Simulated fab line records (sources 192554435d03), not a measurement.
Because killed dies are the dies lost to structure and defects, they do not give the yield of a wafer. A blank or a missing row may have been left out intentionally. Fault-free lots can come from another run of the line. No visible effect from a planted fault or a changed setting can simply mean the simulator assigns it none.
Chamber matching    flow n5Finfet    N5_MOL_CONTACT_COAG_DESCUM_13 on rieDiel-05: 4 sister chambers
The step chemistry O2, time 7 s. 22 wafers are shown with their chamber, then 11 later ones without.

## WAFERS PAIRED WITH THEIR CHAMBERS
wafer   chamber  drypumpMotorCurrentA (A)  showerheadPlenumPTorr (Torr)  throttleValvePct (%)
L076.2  0        5.4                       2.17                          20.70
L076.5  2        5.2                       2.17                          20.70
L076.6  3        6.5                       1.99                          20.55
L077.2  1        5.6                       2.17                          20.40
L077.4  2        5.2                       2.16                          20.70
L077.6  3        6.4                       1.99                          20.56
L078.3  2        5.2                       2.16                          20.71
L078.4  0        5.4                       2.16                          20.71
L078.6  2        5.2                       2.16                          20.70
L079.2  0        5.4                       2.16                          20.71
L079.3  3        6.4                       1.99                          20.56
L079.4  2        5.2                       2.16                          20.70
L080.2  1        5.6                       2.17                          20.42
L080.4  3        6.4                       1.99                          20.56
L080.6  1        5.6                       2.17                          20.43
L081.1  2        5.2                       2.16                          20.71
L081.4  1        5.6                       2.17                          20.42
L081.6  3        6.5                       1.99                          20.56
L083.3  0        5.4                       2.16                          20.72
L083.4  2        5.2                       2.16                          20.70
L083.5  2        5.2                       2.16                          20.71
L084.2  3        6.4                       1.99                          20.58

SIGNATURES (averages over the wafers above)
reading                chamber 0  chamber 1  chamber 2  chamber 3  scatter within a chamber
drypumpMotorCurrentA   5.400      5.600      5.200      6.433      0.0272
showerheadPlenumPTorr  2.1625     2.1700     2.1612     1.9900     0.003
throttleValvePct       20.7100    20.4175    20.7037    20.5617    0.00865
Rule: for a wafer and a chamber, the distance is found by dividing, reading by reading, the gap between the wafer's reading and the chamber's mean by the reading's scatter, squaring, summing and taking the root. The wafer belongs to the nearest chamber; if the next one is less than 2 further off, it can't be placed. The scatter is the square root of a quotient: the sum, over the shown wafers, of each reading's squared deviation from its chamber's mean, divided by wafers minus chambers.

## WAFERS WHOSE CHAMBER IS MISSING
wafer   drypumpMotorCurrentA (A)  showerheadPlenumPTorr (Torr)  throttleValvePct (%)
L084.4  5.6                       2.16                          20.44
L084.6  6.5                       1.99                          20.58
L085.1  5.6                       2.16                          20.45
L085.2  6.5                       1.98                          20.57
L085.6  5.6                       2.16                          20.45
L088.1  5.2                       2.16                          20.74
L088.2  5.6                       2.16                          20.47
L088.3  6.5                       1.98                          20.57
L091.2  5.2                       2.16                          20.75
L091.3  5.6                       2.16                          20.45
L091.6  5.6                       2.16                          20.44

## THE CHAMBER EACH PASSED THROUGH
wafer   from the rows above  in truth
L084.4  1                    1
L084.6  3                    3
L085.1  1                    1
L085.2  3                    3
L085.6  1                    1
L088.1  2                    2
L088.2  1                    1
L088.3  3                    3
L091.2  2                    2
L091.3  1                    1
L091.6  1                    1
Correctly placed: 11 of 11. Not placeable from these rows: 0. Wrongly placed: 0.
